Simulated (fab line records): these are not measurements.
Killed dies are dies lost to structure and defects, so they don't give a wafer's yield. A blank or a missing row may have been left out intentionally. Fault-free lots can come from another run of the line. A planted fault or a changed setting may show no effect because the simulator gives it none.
Matching of chambers | flow n5Finfet | 4 sister chambers for N5_BEOL_M10_DESCUM_33 on rieDiel-04
The step chemistry O2, time 7.9 s. 24 wafers are shown with their chamber, then 12 later ones without.

== EACH WAFER AND ITS CHAMBER ==
wafer  | chamber | drypumpMotorCurrentA (A) | showerheadPlenumPTorr (Torr) | throttleValvePct (%)
L075.2 | 3       | 5.3                      | 2.14                         | 20.22
L075.4 | 1       | 5.4                      | 2.13                         | 20.40
L075.6 | 0       | 6.0                      | 2.05                         | 19.99
L076.1 | 3       | 5.3                      | 2.14                         | 20.22
L076.4 | 0       | 6.0                      | 2.06                         | 20.00
L076.6 | 3       | 5.3                      | 2.14                         | 20.23
L077.1 | 0       | 6.0                      | 2.05                         | 20.02
L077.2 | 3       | 5.3                      | 2.14                         | 20.23
L077.5 | 0       | 6.0                      | 2.05                         | 20.02
L078.1 | 2       | 6.2                      | 2.07                         | 20.51
L078.3 | 3       | 5.3                      | 2.13                         | 20.24
L078.4 | 3       | 5.3                      | 2.13                         | 20.23
L081.1 | 3       | 5.3                      | 2.13                         | 20.25
L081.3 | 1       | 5.3                      | 2.13                         | 19.99
L081.4 | 0       | 6.0                      | 2.05                         | 20.02
L083.1 | 2       | 6.2                      | 2.07                         | 20.51
L083.5 | 1       | 5.3                      | 2.13                         | 20.00
L083.6 | 0       | 6.0                      | 2.05                         | 20.01
L082.3 | 0       | 6.0                      | 2.05                         | 20.03
L082.5 | 1       | 5.3                      | 2.13                         | 19.99
L082.6 | 0       | 6.0                      | 2.05                         | 20.01
L084.3 | 3       | 5.3                      | 2.13                         | 20.26
L084.5 | 3       | 5.3                      | 2.13                         | 20.25
L084.6 | 0       | 6.0                      | 2.05                         | 20.04

SIGNATURES (averages over the wafers above)
reading               | chamber 0 | chamber 1 | chamber 2 | chamber 3 | scatter within a chamber
drypumpMotorCurrentA  | 6.000     | 5.325     | 6.200     | 5.300     | 0.0194
showerheadPlenumPTorr | 2.0511    | 2.1300    | 2.0700    | 2.1344    | 0.00394
throttleValvePct      | 20.0156   | 20.0950   | 20.5100   | 20.2367   | 0.0799
Rule: for a wafer and a chamber, the distance is found by dividing, reading by reading, the gap between the wafer's reading and the chamber's mean by the reading's scatter, squaring, summing and taking the root. The wafer belongs to the nearest chamber; if the next one is less than 2 further off, it can't be placed. The scatter is the square root of a quotient: the sum, over the shown wafers, of each reading's squared deviation from its chamber's mean, divided by wafers minus chambers.

== WAFERS WITH NO CHAMBER GIVEN ==
wafer  | drypumpMotorCurrentA (A) | showerheadPlenumPTorr (Torr) | throttleValvePct (%)
L087.3 | 5.3                      | 2.13                         | 20.02
L087.4 | 6.0                      | 2.04                         | 20.05
L087.6 | 5.3                      | 2.13                         | 20.02
L089.2 | 6.0                      | 2.04                         | 20.06
L089.4 | 5.3                      | 2.13                         | 20.03
L089.5 | 6.0                      | 2.04                         | 20.06
L097.1 | 5.3                      | 2.12                         | 20.28
L097.2 | 6.2                      | 2.06                         | 20.20
L097.6 | 6.3                      | 2.06                         | 20.20
L095.1 | 5.3                      | 2.12                         | 20.30
L095.4 | 5.3                      | 2.12                         | 20.04
L095.6 | 6.0                      | 2.04                         | 20.09

== WHICH CHAMBER EACH WENT THROUGH ==
wafer  | from the rows above     | in truth
L087.3 | can't be placed: 1 or 3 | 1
L087.4 | 0                       | 0
L087.6 | can't be placed: 1 or 3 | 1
L089.2 | 0                       | 0
L089.4 | can't be placed: 1 or 3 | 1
L089.5 | 0                       | 0
L097.1 | can't be placed: 1 or 3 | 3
L097.2 | 2                       | 2
L097.6 | 2                       | 2
L095.1 | can't be placed: 3 or 1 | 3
L095.4 | can't be placed: 1 or 3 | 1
L095.6 | 0                       | 0
6 of 12 placed correctly. From these rows, 6 cannot be placed; in 6 the true chamber is one of the candidates. 0 placed wrongly.
